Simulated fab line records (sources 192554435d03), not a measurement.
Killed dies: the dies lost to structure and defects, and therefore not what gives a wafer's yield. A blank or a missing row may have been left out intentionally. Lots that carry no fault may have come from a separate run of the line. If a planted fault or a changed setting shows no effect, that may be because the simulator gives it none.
8D (eight disciplines) problem report, filled in by code / flow n5_finfet / the parts of the form that need people (team, actions taken, sign-off) are left out

== 1. WHAT WENT WRONG ==
At N5_BEOL_M7_COAT_71, spin_speed_rpm averages 1444.5 rpm over 6 wafers from 2 lots, while fault-free wafers read 1500.2 rpm, standard deviation 0.88. Measured from the usual mean, that is -63 standard deviations.
The step: time 60 s, resist thk 5 nm.
First seen on wafer L524.1, day 13 02:15, on litho_track-04. The record holds 12 wafers of 4 lots with a number at this step. Rule for "out", or "out of limits": more than 4 standard deviations from the usual mean. Any other wafer with a number is counted as sound.

== 2. WHAT IT IS, WHAT IT ISN'T ==
question=which readings at this step | is=spin_speed_rpm | is not=exhaust_pa, heater_power_total_W
question=which lots | is=L524, L526 | is not=L510, L529
question=which wafers of those lots | is=all that have a number | is not=-
question=read on which tools | is=litho_track-04 | is not=litho_track-01
question=when | is=from day 13 02:15 | is not=up to then (3 sound wafers); but 3 sound wafers of L529 came after

== 3. THE SUSPECTS, EACH WITH WHAT RULES IT OUT ==
Counting: any tool at a process step up to the reading is kept as a suspect provided that every lot that is out went through it and no sound lot did after the first of them.
- litho_track-04 at N5_BEOL_M7_COAT_71 (time 60 s, resist thk 5 nm): kept. All lots that are out passed through it, beginning with L524 at day 13 02:15, and no sound lot followed; its final sound lot before that point was L510 at day 9 10:02. On those wafers its own readings are out: spin_speed_rpm.
The count leaves litho_track-04 at N5_BEOL_M7_COAT_71.

== 4. THE CAUSE (what the simulator had put in) ==
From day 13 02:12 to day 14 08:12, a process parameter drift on litho_track-04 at N5_BEOL_M7_COAT_71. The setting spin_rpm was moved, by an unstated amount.
The count eliminated every tool but this one.

== 5. THE EFFECT CHAIN, in route order ==
One row per reading whose mean, taken over the struck wafers that have a number, lies over 3 standard deviations from the usual. Only readings for which the record gives a usual standard deviation are gone through. hours: the time from each lot's start at the first step in this table that gives one to its start at this step, as a median over the lots. sigmas: the change in usual standard deviations.
hours=0; step=N5_BEOL_M7_COAT_71; reading=spin_speed_rpm; usual=1500.2 rpm; on struck wafers=1444.5; change=-55.7; sigmas=-63
Its process steps:
- N5_BEOL_M7_COAT_71: time 60 s, resist thk 5 nm.

== 6. HOW IT WOULD HAVE BEEN CAUGHT EARLIER ==
First out-of-limits reading in this record: day 13 02:15, which is 0 hours after fault onset at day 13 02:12.
